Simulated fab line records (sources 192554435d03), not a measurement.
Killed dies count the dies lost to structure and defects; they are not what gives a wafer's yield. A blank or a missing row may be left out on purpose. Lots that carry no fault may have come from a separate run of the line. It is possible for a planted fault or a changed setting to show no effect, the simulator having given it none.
Chamber matching	flow n5-finfet	N5_BEOL_M6_PECVD_70 on pecvd-03 has 3 sister chambers
The step deposits SiO2 from TEOS/O2, target thk 20 nm, time 22.7 s. 6 wafers are shown with their chamber, then 9 later ones without.

WAFERS WITH THEIR CHAMBER
wafer	chamber	throttle-valve-pct (%)	heater-power-w (W)
L185.4	0	22.8	706
L186.1	0	22.7	616
L186.6	2	21.3	621
L187.3	1	23.3	700
L187.4	1	23.5	697
L187.6	2	22.0	576

WAFERS WITHOUT THEIR CHAMBER
wafer	throttle-valve-pct (%)	heater-power-w (W)
L189.2	21.7	613
L189.3	23.5	686
L189.5	21.7	606
L192.2	22.8	751
L192.4	23.7	621
L192.6	22.9	737
L193.1	23.5	711
L193.3	22.8	739
L193.5	21.5	600

WHICH CHAMBER EACH ONE RAN IN
wafer	from the rows above	in truth
L189.2	2	2
L189.3	1	1
L189.5	2	2
L192.2	can't be placed: 0 or 1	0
L192.4	can't be placed: 1 or 0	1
L192.6	can't be placed: 1 or 0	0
L193.1	1	1
L193.3	can't be placed: 0 or 1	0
L193.5	2	2
Placed correctly: 5 of 9. Not placeable from these rows: 4 (in 4, the candidates include the true chamber). Number placed wrongly: 0.
How it was worked out, from the rows above alone: a wafer's distance from a chamber is the root of the sum, over the readings, of the square of ((its reading less the chamber's mean) divided by the reading's scatter). The wafer belongs to the nearest chamber; if the next one is less than 2 further off, it can't be placed. The mean given for a chamber averages the wafers shown for that chamber. How the scatter is found: for the shown wafers, subtract from each reading the mean of its chamber, square and add these, divide the total by (wafers less chambers), then take the root.
